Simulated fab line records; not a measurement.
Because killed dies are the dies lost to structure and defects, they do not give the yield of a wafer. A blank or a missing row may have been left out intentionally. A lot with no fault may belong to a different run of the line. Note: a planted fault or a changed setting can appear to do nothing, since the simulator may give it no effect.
Struck lot and sound lot, side by side ; flow n5_finfet ; 15 steps out of a route of 1938
Sound: wafers L566.3, L566.5, L566.6. Wafers L584.2, L584.5, L584.6 were the ones struck. Last of all comes the cause.
Each step with rows lists, per side, the tool, then ch with its chambers, then its first start. Under that, the readings that differ: sound wafers ; struck wafers ; difference of the means ; sigmas: that difference in standard deviations of wafers without a fault.
alike: a reading whose means differ by less than 2 such deviations, as well as words and numbers matching on both sides. not compared: withheld readings; readings where some wafer has no value; bounds like >300 that might hide an equal value; numbers whose values overlap and for which the record gives no deviation.
A row with sigmas, a row that says differs or no value, or rows on one side alone: a step with any of these is where the two part. Numbers that have no deviation but don't overlap get no sigmas and don't part them. A reading that every wafer of one side lacks parts them only if that side has two wafers or more.

first, 1 step without rows for these wafers: N5_PASSIVATION_PECVD_00 (deposits SiO2 from SiH4/N2O, target thk 200 nm, time 11.2 s).
N5_MIM_BOT_DEGAS_01: time 60 s.
  sound on pvd_sputter-01, day 12 12:41; struck on pvd_sputter-02, day 16 14:32
  alike: heater_power_w
N5_MIM_BOT_SPUTTER_00: material TiN, target thk 35 nm, time 89.7 s.
  sound on pvd_sputter-01, day 12 12:43; struck on pvd_sputter-02, day 16 14:35
  alike: throttle_valve_pct
N5_MIM_TOP_ALD_00: deposits Al2O3, purge time 3 s, co reactant pulse time 3 s.
  sound on ald_hk-03 ch 0,1,2, day 12 12:50; struck on ald_hk-02 ch 2,3, day 16 14:41
  alike: precursor_pulse_height_rel
N5_MIM_TOP_ALD_01: deposits HfO2, target thk 5.6 nm, pulse time 1 s, purge time 3 s.
  sound: ald_hk-03 ch 0,1,2; struck: ald_hk-02 ch 2,3
  alike: precursor_pulse_height_rel
then, 2 steps without rows for these wafers: N5_MIM_TOP_ALD_02 (deposits Al2O3, purge time 3 s, co reactant pulse time 3 s); N5_MIM_TOP_DEGAS_04 (time 60 s).
N5_MIM_TOP_SPUTTER_03: material TiN, target thk 35 nm, time 89.7 s.
  sound on pvd_sputter-01, day 12 15:10; struck on pvd_sputter-01, day 16 16:15
  alike: throttle_valve_pct
then, 4 steps without rows for these wafers: N5_MIM_TOP_LITHO_HMDS_01 (time 60 s); N5_MIM_TOP_LITHO_COAT_02; N5_MIM_TOP_LITHO_EBR_04; N5_MIM_TOP_LITHO_SOFTBAKE_03 (time 90 s).
N5_MIM_TOP_LITHO_EXPOSE_05: exposes mask MIM TOP, target cd 2000 nm.
  sound on krf_scanner-02 ch 0, day 12 15:23; struck on krf_scanner-02 ch 0, day 16 16:28
reading;sound;struck;difference;sigmas
model.MIM_TOP_LITHO.overlay_x_nm (nm);-2.8 -2.8 -2.8;0.8 0.8 0.8;+3.6;
  alike: mask
then, 2 steps without rows for these wafers: N5_MIM_TOP_LITHO_PEB_06; N5_PASSIVATION_PROBE_49.

WHERE THEY PART
Nowhere in this record.

WHY: what had been put in by the simulator
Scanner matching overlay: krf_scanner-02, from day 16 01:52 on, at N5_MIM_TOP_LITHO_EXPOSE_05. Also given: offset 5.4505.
